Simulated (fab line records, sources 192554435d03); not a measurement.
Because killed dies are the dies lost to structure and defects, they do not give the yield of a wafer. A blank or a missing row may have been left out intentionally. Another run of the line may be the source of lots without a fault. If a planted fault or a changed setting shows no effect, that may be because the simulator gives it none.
2 desks, one fault	flow n5_finfet	each desk holds nothing but its own numbers, with what lay behind them at the end

## THE METROLOGY DESK
Lot by lot, what the gauges showed, no matter which tool ran the lot: averages of those sampled wafers that carry a number. A lot is out of limits, marked OUT, if its mean lies more than 4 standard deviations from the usual mean; the brackets give that distance. Shown here are 7 of its 10 readings, the ones lying furthest out on some lot.
Columns: A = DIBL_N at N5_BEOL_M4_RC_MEAS_101, usual 36.0 mV/V; B = IOFF_P at N5_BEOL_M4_RC_MEAS_101, usual 0.21 nA/um; C = ION_N at N5_BEOL_M4_RC_MEAS_101, usual 675 uA/um; D = ION_P at N5_BEOL_M4_RC_MEAS_101, usual 463 uA/um; E = SS_N at N5_BEOL_M4_RC_MEAS_101, usual 71.4 mV/dec; F = VT_N at N5_BEOL_M4_RC_MEAS_101, usual 250.2 mV; G = VT_P at N5_BEOL_M4_RC_MEAS_101, usual -251 mV
lot	first seen here	A	B	C	D	E	F	G
L661	day 9 00:48	36.0	0.26	670	471	71.0	250.7	-243
L662	day 9 05:26	37.4	0.23	686	469	72.2	247.7	-248
L674	day 13 08:44	35.2	0.20	662	459	71.4	252.5	-250
L663	day 13 19:13	36.1	0.23	678	466	71.9	247.9	-251
L681	day 15 06:22	37.0	0.20	675	461	71.4	247.9	-250
L682	day 15 06:41	36.3	0.26	678	471	71.2	247.3	-243
L683	day 15 08:19	36.6	0.24	676	471	71.4	249.6	-246
L684	day 15 11:02	36.6	0.22	673	461	71.7	251.0	-251
This desk's finding: nothing out of limits on any of the 8 lots.

## TOOL OWNER'S DESK, ald_sin-02
The tool's own readings at N5_FIN_SAQP_SPACER1_ALD_24 (deposits SiO2, target thk 20.3 nm, pulse time 1 s, purge time 2 s): means of the sampled wafers that have a number, for each lot that ran on this tool. A lot is out of limits, marked OUT, if its mean lies more than 4 standard deviations from the usual mean; the brackets give that distance.
Columns: A = heater_power_w at N5_FIN_SAQP_SPACER1_ALD_24, usual 465 W; B = precursor_pulse_height_rel at N5_FIN_SAQP_SPACER1_ALD_24, usual 1.001; C = susceptor_temp_C at N5_FIN_SAQP_SPACER1_ALD_24, usual 299.98 C
lot	first seen here	A	B	C
L661	day 1 22:29	443	1.014	300.00
L674	day 5 05:49	483	1.008	296.39 (-18) OUT
L683	day 7 14:07	490	1.014	299.85
This desk's verdict: out of limits on L674, starting with L674 at day 5 05:49 (susceptor_temp_C at N5_FIN_SAQP_SPACER1_ALD_24). L661, L683: within limits.

## BROUGHT TOGETHER
The tool owner's desk had the chance to raise an alarm at day 5 05:49 on L674.
From the metrology desk's view, nothing was out of limits.
The metrology desk has L674 on record, within its limits.
N5_FIN_SAQP_SPACER1_ALD_24 was run on ald_sin-02 by each of the lots named.

## WHAT THE SIMULATOR HAD PUT IN
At N5_FIN_SAQP_SPACER1_ALD_24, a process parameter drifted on ald_sin-02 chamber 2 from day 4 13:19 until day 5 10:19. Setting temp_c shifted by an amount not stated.
Lots struck among those shown: L674.
Hours from the fault's start to each desk's first reading out of limits: the tool owner's desk, 17.
